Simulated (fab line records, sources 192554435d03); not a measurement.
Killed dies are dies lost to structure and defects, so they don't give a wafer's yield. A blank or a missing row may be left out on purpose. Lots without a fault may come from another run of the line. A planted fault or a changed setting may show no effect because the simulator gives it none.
fab line records | flow n5_finfet
record lots=6 wafers=18 last_day=17
route steps=1938 shown BEOL_M11@1567 PASSIVATION@1936
lots that met no fault: from a run of the same line without faults
start_h: hours from the record's first day to the start of the lot's first wafer shown | wait_h: hours since the lot's step before | " the same as in the row above | L1.1+2: a row that stands for several wafers | - no value, or no start given | * or withheld: withheld | < > ~ a bound
route shown NAME@n: a module of which the file shows steps, and the number in the route of the first | usual: mean/standard deviation of fault-free wafers | same: alike in all rows | chamber/n: place in a boat | sites: the reading at each site | _std_site: their standard deviation | _edge_site: outer sites' mean less inner sites' | radius_mm: how far each site lies from the wafer's centre | mask NAME#n: copy n | behind: the tool/chamber that last shaped the wafer | hold: why the lot was held/for how many hours/how that ended | device: the transistor (n, p or np) that didn't switch | end of line: the same wafers' tests at the end of the route | a step without rows: its recipe alone | killed: dies lost to structure and defects at the first sort, not the wafer's yield | map: a wafer's dies, x killed, . not, _ none there
set.NAME: the setting as run; set.NAME@STEP: as run at that earlier step | model.NAME: the simulator's own value behind a step, which no gauge read
lots at some steps of the route; a table a step, a row a wafer
services: from which hour (start_h, from the record's first day; less than 0 if before it) a tool's chamber was out of use, for how many hours, and why
## steps
# step N5_BEOL_M11_DEVELOP_27
# recipe develop_time_s=30 developer=TMAH resist=CAR-ArF rinse_liquid=diw dry=air_spin dev_temp_c=23
# step N5_BEOL_M11_CD_MEAS_28
# recipe target_cd_nm=70 landing_energy_ev=500 detector=se_inlens polarity=opening
# usual cd_nm=69.7/1.1
# same landing_energy_ev=500
# columns lot.wafer tool chamber start_h wait_h cd_nm
L177.2 cd_sem-02 0 234.25 - 70.2
L177.4 " 0 " " 69.4
L177.6 " 0 " " 70.0
L182.1 cd_sem-01 0 272.89 - 69.0
L182.4 " 0 " " 69.5
L182.5 " 0 " " 69.3
L185.1 cd_sem-03 0 284.03 - 68.2
L185.4 " 0 " " 70.0
L185.5 " 0 " " 68.7
L192.2 cd_sem-02 0 328.07 - 68.4
L192.3 " 0 " " 69.0
L192.4 " 0 " " 68.0
L193.2 cd_sem-03 0 339.41 - 69.3
L193.4 " 0 " " 71.5
L193.5 " 0 " " 68.8
L198.1 cd_sem-02 0 361.02 - 68.6
L198.2 " 0 " " 68.8
L198.3 " 0 " " 68.4
# step N5_BEOL_M11_OVL_MEAS_29
# recipe points_per_wafer=44
# usual V10_OVL=0.5/0.66
# columns lot.wafer tool chamber start_h wait_h V10_OVL[nm]
L177.2 overlay-01 0 234.30 0.0 2.7
L177.4 " 0 " " 1.2
L177.6 " 0 " " 2.1
L182.1 overlay-01 0 272.92 0.0 0.3
L182.4 " 0 " " 1.3
L182.5 " 0 " " 0.7
L185.1 overlay-02 0 284.06 0.0 0.3
L185.4 " 0 " " 0.4
L185.5 " 0 " " 0.4
L192.2 overlay-01 0 328.10 0.0 -0.4
L192.3 " 0 " " 0.2
L192.4 " 0 " " -0.5
L193.2 overlay-02 0 339.44 0.0 1.1
L193.4 " 0 " " 1.2
L193.5 " 0 " " 0.2
L198.1 overlay-02 0 361.05 0.0 1.4
L198.2 " 0 " " -0.2
L198.3 " 0 " " 1.0
# step N5_BEOL_M11_INSPECT_30
# recipe mode=adi inspect_instrument=brightfield
# usual raw_defect_count=390/78
# columns lot.wafer tool chamber start_h wait_h raw_defect_count
L177.2 defect_inspect-01 - 234.33 0.0 471
L177.4 " - " " 462
L177.6 " - " " 313
L182.1 defect_inspect-02 - 272.94 0.0 298
L182.4 " - " " 340
L182.5 " - " " 517
L185.1 defect_inspect-02 - 284.08 0.0 478
L185.4 " - " " 488
L185.5 " - " " 316
L192.2 defect_inspect-01 - 328.12 0.0 313
L192.3 " - " " 296
L192.4 " - " " 278
L193.2 defect_inspect-01 - 339.46 0.0 417
L193.4 " - " " 407
L193.5 " - " " 389
L198.1 defect_inspect-01 - 361.07 0.0 330
L198.2 " - " " 412
L198.3 " - " " 403
# step N5_BEOL_M11_DESCUM_33
# recipe chemistry=O2 time_s=7.9 source_power_w=50 bias_power_w=20 pressure_mtorr=20 rf_frequency_hz=2.712e+07 temp_c=40 resist=CAR-ArF o2_flow_sccm=225
# usual drypump_motor_current_A=5.9/0.5 oes_product_au=0.75/0.097 rf_vpp_V=243.2/1.4 showerhead_plenum_p_Torr=2.10/0.073 throttle_valve_pct=20.45/0.22
# columns lot.wafer tool chamber start_h wait_h drypump_motor_current_A oes_product_au rf_hours_counter_h rf_vpp_V showerhead_plenum_p_Torr throttle_valve_pct
L177.2 rie_diel-02 0 234.36 0.0 5.1 0.78 118 244.2 2.20 20.36
L177.4 " 3 " " 6.6 0.95 12 245.1 2.16 20.45
L177.6 " 3 " " 6.6 0.95 - 243.9 2.16 20.45
L182.1 rie_diel-03 0 273.08 0.1 5.9 0.95 7 244.7 2.22 20.07
L182.4 " 1 " " 6.5 0.70 212 243.4 2.10 20.78
L182.5 " 2 " " 5.3 0.69 - 243.5 2.07 20.26
L185.1 rie_diel-03 2 284.22 0.1 5.3 0.70 229 244.3 2.07 20.28
L185.4 " 1 " " 6.5 0.69 215 241.8 2.10 20.78
L185.5 " 1 " " 6.5 0.70 - 243.2 2.10 20.80
L192.2 rie_diel-02 3 328.26 0.1 6.6 0.89 37 243.7 2.15 20.48
L192.3 " 3 " " 6.6 0.89 - 245.4 2.15 20.49
L192.4 " 2 " " 6.2 0.69 - 243.2 2.06 20.29
L193.2 rie_diel-02 2 339.53 0.1 6.1 0.69 211 242.9 2.06 20.29
L193.4 " 2 " " 6.1 0.69 - 243.5 2.06 20.30
L193.5 " 3 " " 6.6 0.87 - 243.8 2.15 20.50
L198.1 rie_diel-03 1 361.11 0.0 6.5 0.68 242 243.0 2.09 20.82
L198.2 " 2 " " 5.3 0.68 253 242.1 2.06 20.31
L198.3 " 0 " " 5.9 0.88 35 243.5 2.21 20.13
# step N5_BEOL_M11_ETCH_65
# recipe chemistry=CF4 target=SiARC target_depth_a=390 mask_material=CAR-ArF time_s=65 ion_energy_ev=80 pressure_mtorr=40 source_w=545 bias_w=36 Ar_flow_sccm=100 cf4_flow_sccm=100 ends=cleared
# step N5_BEOL_M11_ETCH_66
# recipe chemistry=N2/H2 target=SOC target_depth_a=1200 overetch_a=240 mask_material=SiARC temp_c=40 time_s=180 ion_energy_ev=200 pressure_mtorr=30 source_w=840 bias_w=150 n2_flow_sccm=200 h2_flow_sccm=200
# step N5_BEOL_M11_STRIP_69
# recipe chemistry=N2/H2 temp_c=40 n2_flow_sccm=200 h2_flow_sccm=200 rf_frequency_hz=6e+07
# step N5_BEOL_M11_VIA_ETCH_34
# recipe chemistry=C4F6/O2 target=SiCOH_lowk target_depth_a=1845 mask_material=SOC taper_deg=4 time_s=69.2 ion_energy_ev=250 pressure_mtorr=30 source_w=345 bias_w=185 Ar_flow_sccm=300 C4F6_flow_sccm=10 O2_flow_sccm=10
# usual O2_flow_sccm=10.001/0.03 drypump_motor_current_A=5.9/0.5 oes_product_au=0.75/0.096 rf_vpp_V=667/7.8 run_length_s=92.5/0.4 showerhead_plenum_p_Torr=2.86/0.1 throttle_valve_pct=20.90/0.15
# columns lot.wafer tool chamber start_h wait_h O2_flow_sccm drypump_motor_current_A oes_product_au rf_hours_counter_h rf_vpp_V run_length_s showerhead_plenum_p_Torr throttle_valve_pct
L177.2 rie_diel-02 0 234.57 0.0 9.934 5.1 0.79 118 679 92.3 2.98 20.83
L177.4 " 3 " " 10.017 6.6 0.94 12 676 93.1 2.92 20.79
L177.6 " 3 " " 10.027 6.6 0.94 - 675 92.8 2.92 20.81
L182.1 rie_diel-03 0 273.29 0.0 10.003 5.9 0.95 7 678 92.9 3.04 20.75
L182.4 " 1 " " 10.028 6.5 0.69 212 663 92.1 2.80 20.94
L182.5 " 2 " " 10.009 5.3 0.69 - 660 92.1 2.81 20.69
L185.1 rie_diel-03 2 284.43 0.0 10.026 5.3 0.69 229 660 92.4 2.81 20.72
L185.4 " 1 " " 10.028 6.5 0.69 215 662 92.1 2.80 20.96
L185.5 " 1 " " 10.082 6.5 0.70 - 662 91.8 2.80 20.97
L192.2 rie_diel-02 3 328.58 0.0 10.024 6.6 0.89 37 674 92.9 2.91 20.84
L192.3 " 3 " " 10.027 6.6 0.88 - 675 92.8 2.91 20.83
L192.4 " 2 " " 9.971 6.1 0.69 - 662 92.5 2.81 20.76
L193.2 rie_diel-02 2 339.74 0.0 10.008 6.1 0.69 211 663 92.5 2.80 20.77
L193.4 " 2 " " 10.042 6.1 0.69 - 663 92.3 2.80 20.75
L193.5 " 3 " " 10.022 6.6 0.87 - 674 93.1 2.90 20.85
L198.1 rie_diel-03 1 361.32 0.0 9.993 6.5 0.67 242 661 92.2 2.79 20.97
L198.2 " 2 " " 10.042 5.3 0.67 253 660 92.2 2.80 20.76
L198.3 " 0 " " 10.005 5.9 0.88 35 677 92.8 3.03 20.79
# step N5_BEOL_M11_STRIP_73
# recipe chemistry=C4F6/O2 resist=SiARC rf_frequency_hz=6e+07
# step N5_BEOL_M11_STRIP_36
# recipe chemistry=N2/H2 power_w=450 temp_c=40 pressure_mtorr=20 rf_frequency_hz=6e+07 overash_fraction=0.3 bias_power_w=7 h2_frac=0.5 n2_flow_sccm=200 h2_flow_sccm=200
# usual drypump_motor_current_A=5.9/0.5 oes_product_au=0.75/0.099 rf_vpp_V=59.0/1.9 showerhead_plenum_p_Torr=2.54/0.092 throttle_valve_pct=23.55/0.15
# same overash_fraction=0.3
# columns lot.wafer tool chamber start_h wait_h drypump_motor_current_A oes_product_au rf_hours_counter_h rf_vpp_V showerhead_plenum_p_Torr throttle_valve_pct
L177.2 rie_diel-02 0 234.63 0.0 5.1 0.80 118 60.6 2.65 23.51
L177.4 " 3 " " 6.6 0.93 12 57.4 2.59 23.44
L177.6 " 3 " " 6.7 0.95 - 57.0 2.59 23.46
L182.1 rie_diel-03 0 273.35 0.0 5.9 0.96 7 58.1 2.71 23.35
L182.4 " 1 " " 6.5 0.70 212 58.5 2.51 23.53
L182.5 " 2 " " 5.3 0.70 - 59.8 2.51 23.81
L185.1 rie_diel-03 2 284.49 0.0 5.3 0.69 229 62.0 2.51 23.76
L185.4 " 1 " " 6.5 0.69 215 61.3 2.50 23.50
L185.5 " 1 " " 6.5 0.71 - 54.4 2.51 23.51
L192.2 rie_diel-02 3 328.67 0.0 6.6 0.89 37 55.6 2.58 23.45
L192.3 " 3 " " 6.6 0.88 - 59.6 2.58 23.47
L192.4 " 2 " " 6.2 0.68 - 56.5 2.51 23.40
L193.2 rie_diel-02 2 339.80 0.0 6.1 0.70 211 57.8 2.51 23.41
L193.4 " 2 " " 6.1 0.70 - 59.1 2.51 23.41
L193.5 " 3 " " 6.6 0.89 - 60.7 2.58 23.54
L198.1 rie_diel-03 1 361.38 0.0 6.5 0.68 242 61.6 2.49 23.57
L198.2 " 2 " " 5.3 0.67 253 57.5 2.50 23.82
L198.3 " 0 " " 5.9 0.86 35 58.4 2.69 23.40
# step N5_BEOL_M11_TRENCH_ETCH_37
# recipe chemistry=C4F6/O2 target_depth_a=1488.3 target=SiCOH_lowk time_s=48 ion_energy_ev=250 pressure_mtorr=30 source_w=345 bias_w=185 Ar_flow_sccm=300 C4F6_flow_sccm=10 O2_flow_sccm=10
# usual O2_flow_sccm=10.00/0.032 drypump_motor_current_A=5.9/0.5 oes_product_au=0.76/0.097 rf_vpp_V=667/7.7 run_length_s=71.4/0.41 showerhead_plenum_p_Torr=2.86/0.1 throttle_valve_pct=20.92/0.15
# columns lot.wafer tool chamber start_h wait_h O2_flow_sccm drypump_motor_current_A oes_product_au rf_hours_counter_h rf_vpp_V run_length_s showerhead_plenum_p_Torr throttle_valve_pct
L177.2 rie_diel-02 0 - - 10.03 5.1 0.78 118 677 70.9 2.98 20.87
L177.4 " 3 " " 10.07 6.6 0.94 12 676 71.7 2.92 20.83
L177.6 " 3 " " 10.03 6.7 0.95 - 675 72.0 2.92 20.83
L182.1 rie_diel-03 0 - - 9.99 5.9 0.96 7 679 71.4 3.04 20.78
L182.4 " 1 " " 9.99 6.5 0.70 212 662 70.7 2.80 20.97
L182.5 " 2 " " 10.02 5.3 0.70 - 660 71.4 2.81 20.75
L185.1 rie_diel-03 2 - - 9.97 5.3 0.69 229 658 71.1 2.81 20.74
L185.4 " 1 " " 9.99 6.5 0.68 215 663 71.1 2.80 20.98
L185.5 " 1 " " 9.99 6.5 0.70 - 664 70.8 2.80 20.98
L192.2 rie_diel-02 3 - - 9.98 6.6 0.89 37 674 72.1 2.91 20.86
L192.3 " 3 " " 9.96 6.7 0.88 - 672 72.1 2.91 20.85
L192.4 " 2 " " 10.02 6.2 0.70 - 662 71.3 2.80 20.77
L193.2 rie_diel-02 2 - - 10.02 6.1 0.70 211 660 71.4 2.80 20.77
L193.4 " 2 " " 10.02 6.2 0.70 - 664 71.4 2.80 20.80
L193.5 " 3 " " 10.00 6.6 0.88 - 675 71.8 2.90 20.87
L198.1 rie_diel-03 1 - - 9.99 6.5 0.68 242 661 70.8 2.78 21.03
L198.2 " 2 " " 9.95 5.3 0.68 253 659 71.1 2.80 20.78
L198.3 " 0 " " 10.00 5.9 0.88 35 678 71.3 3.03 20.84
# step N5_BEOL_M11_ETCH_41
# recipe chemistry=CH3F/O2 target=SiCN target_depth_a=426 taper_deg=2 time_s=86 ion_energy_ev=120 mask_material=TiN pressure_mtorr=30 source_w=395 bias_w=75 Ar_flow_sccm=150 CH3F_flow_sccm=30 O2_flow_sccm=20
# usual O2_flow_sccm=20.00/0.06 drypump_motor_current_A=5.9/0.5 oes_product_au=0.76/0.097 rf_vpp_V=297.5/1.7 run_length_s=109.3/0.4 showerhead_plenum_p_Torr=2.01/0.074 throttle_valve_pct=16.34/0.17
# columns lot.wafer tool chamber start_h wait_h O2_flow_sccm drypump_motor_current_A oes_product_au rf_hours_counter_h rf_vpp_V run_length_s showerhead_plenum_p_Torr throttle_valve_pct model.etch.depth_nm
L177.2 rie_diel-02 0 234.71 - 20.03 5.1 0.78 118 300.5 109.4 2.10 16.23 32.35
L177.4 " 3 " " 19.99 6.6 0.93 12 299.1 110.3 2.05 16.15 33.14
L177.6 " 3 " " 20.05 6.6 0.94 - 298.9 109.6 2.05 16.14 33.05
L182.1 rie_diel-03 0 273.43 - 20.03 5.9 0.96 7 300.1 117.5 2.14 16.11 36.47
L182.4 " 1 " " 19.97 6.5 0.70 212 297.9 109.3 1.97 16.46 32.24
L182.5 " 2 " " 20.04 5.3 0.70 - 296.9 116.4 1.97 16.19 34.95
L185.1 rie_diel-03 2 284.57 - 19.94 5.3 0.70 229 297.7 116.5 1.97 16.20 35.3
L185.4 " 1 " " 19.99 6.5 0.70 216 296.7 108.8 1.97 16.48 32.62
L185.5 " 1 " " 19.99 6.5 0.69 - 296.4 116.4 1.97 16.48 35.51
L192.2 rie_diel-02 3 328.79 - 20.00 6.6 0.89 37 298.7 109.9 2.05 16.21 32.7
L192.3 " 3 " " 20.16 6.6 0.89 - 297.4 110.2 2.05 16.20 33.03
L192.4 " 2 " " 19.90 6.1 0.69 - 297.2 109.0 1.97 16.27 31.43
L193.2 rie_diel-02 2 339.89 - 19.92 6.1 0.69 212 296.7 109.1 1.97 16.26 31.77
L193.4 " 2 " " 20.02 6.1 0.69 - 297.6 109.2 1.97 16.26 31.57
L193.5 " 3 " " 20.07 6.6 0.88 - 298.3 109.8 2.04 16.20 33.02
L198.1 rie_diel-03 1 361.46 - 20.04 6.5 0.69 242 297.5 108.7 1.96 16.54 32.92
L198.2 " 2 " " 20.06 5.3 0.68 253 297.4 108.8 1.96 16.25 32.23
L198.3 " 0 " " 19.96 5.9 0.89 35 299.7 109.3 2.13 16.14 33.41
# step N5_BEOL_M11_STRIP_77
# recipe chemistry=N2/H2 time_s=10 power_w=450 temp_c=40 pressure_mtorr=20 rf_frequency_hz=6e+07 bias_power_w=7 n2_flow_sccm=200 h2_flow_sccm=200
# usual drypump_motor_current_A=5.9/0.5 oes_product_au=0.75/0.097 rf_vpp_V=59.2/0.98 showerhead_plenum_p_Torr=2.54/0.092 throttle_valve_pct=23.55/0.16
# columns lot.wafer tool chamber start_h wait_h drypump_motor_current_A oes_product_au rf_hours_counter_h rf_vpp_V showerhead_plenum_p_Torr throttle_valve_pct
L177.2 rie_diel-02 0 - - 5.1 0.79 118 59.8 2.65 23.52
L177.4 " 3 " " 6.6 0.94 12 59.1 2.59 23.45
L177.6 " 3 " " 6.7 0.94 - 58.6 2.59 23.45
L182.1 rie_diel-03 0 - - 5.9 0.95 7 58.9 2.71 23.35
L182.4 " 1 " " 6.5 0.70 212 58.3 2.51 23.51
L182.5 " 2 " " 5.3 0.70 - 58.6 2.51 23.78
L185.1 rie_diel-03 2 - - 5.3 0.69 229 59.7 2.51 23.78
L185.4 " 1 " " 6.5 0.70 216 60.4 2.51 23.54
L185.5 " 1 " " 6.5 0.69 - 58.3 2.51 23.51
L192.2 rie_diel-02 3 - - 6.6 0.89 37 59.2 2.58 23.47
L192.3 " 3 " " 6.6 0.88 - 60.2 2.58 23.48
L192.4 " 2 " " 6.2 0.69 - 59.8 2.51 23.41
L193.2 rie_diel-02 2 - - 6.1 0.69 212 58.9 2.51 23.43
L193.4 " 2 " " 6.1 0.70 - 58.9 2.51 23.44
L193.5 " 3 " " 6.6 0.88 - 59.3 2.58 23.48
L198.1 rie_diel-03 1 - - 6.5 0.68 242 58.8 2.49 23.56
L198.2 " 2 " " 5.3 0.68 253 59.8 2.50 23.81
L198.3 " 0 " " 5.9 0.87 35 62.1 2.69 23.40
# step N5_PASSIVATION_PROBE_49
# usual defect_limited_yield=91.3/1.5 killed_at_M0_to_M3=33/12 killed_at_M4_up=13/5.2 killed_at_contacts=13/6.7 killed_at_front_end=40/11 killed_at_other=4.1/2.7 killed_dies=103/17 killed_open=69/13 killed_short=33/8.4 sort_bin_5_function=5.1/1 sort_bin_6_memory=3.2/0.62 sort_n_pass=1077/17 sort_yield_pct=91.3/1.5
# same gross_dies=1180 killed_at_back_side=0 sort_bin_4_leakage[%]=0 sort_bin_8_speed[%]=0
# columns lot.wafer tool chamber start_h wait_h defect_limited_yield[%] killed_at_M0_to_M3 killed_at_M4_up killed_at_contacts killed_at_front_end killed_at_other killed_dies killed_open killed_short sort_bin_5_function[%] sort_bin_6_memory[%] sort_n_pass sort_yield_pct[%]
L185.1 prober-01 - 325.48 0.0 90.6 32 11 20 43 5 111 70 40 5.8 3.1 1069 90.6
L185.4 prober-01 - 325.63 0.2 94.2 27 9 10 19 3 68 44 24 2.7 3.0 1112 94.2
L185.5 prober-01 - 325.68 0.2 91.5 33 10 7 47 3 100 62 37 4.9 2.9 1080 91.5
# killed by level:class
L185.1 STI_FIN_REVEAL:geometric_particle:open=13 MOL_CONTACT_COAG:geometric_particle:open=13 BEOL_M2:geometric_particle:open=10 BEOL_M0_SAQP:geometric_particle:open=9 BEOL_M0_SAQP:geometric_particle:short=9 BEOL_M5:geometric_particle:open=8 MOL_CONTACT_COAG:geometric_particle:short=7 FIN_SAQP:geometric_particle:open=5
L185.4 BEOL_M0_SAQP:geometric_particle:open=10 BEOL_M0_SAQP:geometric_particle:short=8 MOL_CONTACT_COAG:geometric_particle:open=6 STI_FIN_REVEAL:geometric_particle:open=5 MOL_CONTACT_COAG:geometric_particle:short=4 BEOL_M4:geometric_particle:open=4 BEOL_M2:geometric_particle:open=3 BEOL_M5:geometric_particle:open=3
L185.5 STI_FIN_REVEAL:geometric_particle:open=12 BEOL_M0_SAQP:geometric_particle:short=11 FIN_SAQP:geometric_particle:short=8 BEOL_M2:geometric_particle:open=8 MOL_CONTACT_COAG:geometric_particle:open=7 BEOL_M0_SAQP:geometric_particle:open=6 FIN_SAQP:geometric_particle:open=5 GATE_CUT:geometric_particle:short=5
## services
# columns tool chamber start_h hours kind
rie_diel-02 3 210.65 2.9 repair
rie_diel-03 0 225.48 - clean
rie_diel-03 0 225.48 - consumable_replace:focus_ring
rie_diel-03 0 225.48 - consumable_replace:showerhead
rie_diel-03 0 225.48 21.1 scheduled_down
rie_diel-03 0 225.48 21.1 vent_cycle
rie_diel-02 3 249.69 7.0 repair
rie_diel-02 1 327.06 13.8 repair
rie_diel-03 2 333.27 7.1 repair
rie_diel-03 3 347.79 18.3 repair
## key
first_sign step=N5_BEOL_M11_ETCH_41 reading=run_length_s direction=up sigmas=18 usual=* struck=*
effect none on later readings
model_effect step=N5_BEOL_M11_ETCH_41 value=etch.depth_nm without=32.66 struck=35.56
met_at N5_BEOL_M11_ETCH_41
struck_wafers L182.1,L182.5,L185.1,L185.5
fault kind=process_parameter_drift tool=rie_diel-03 chamber=- onset_h=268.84 steps=N5_BEOL_M11_ETCH_41 channel=time_s offset=* shape=step end_h=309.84 scope=struck_wafers_only acts_in=* stated=*
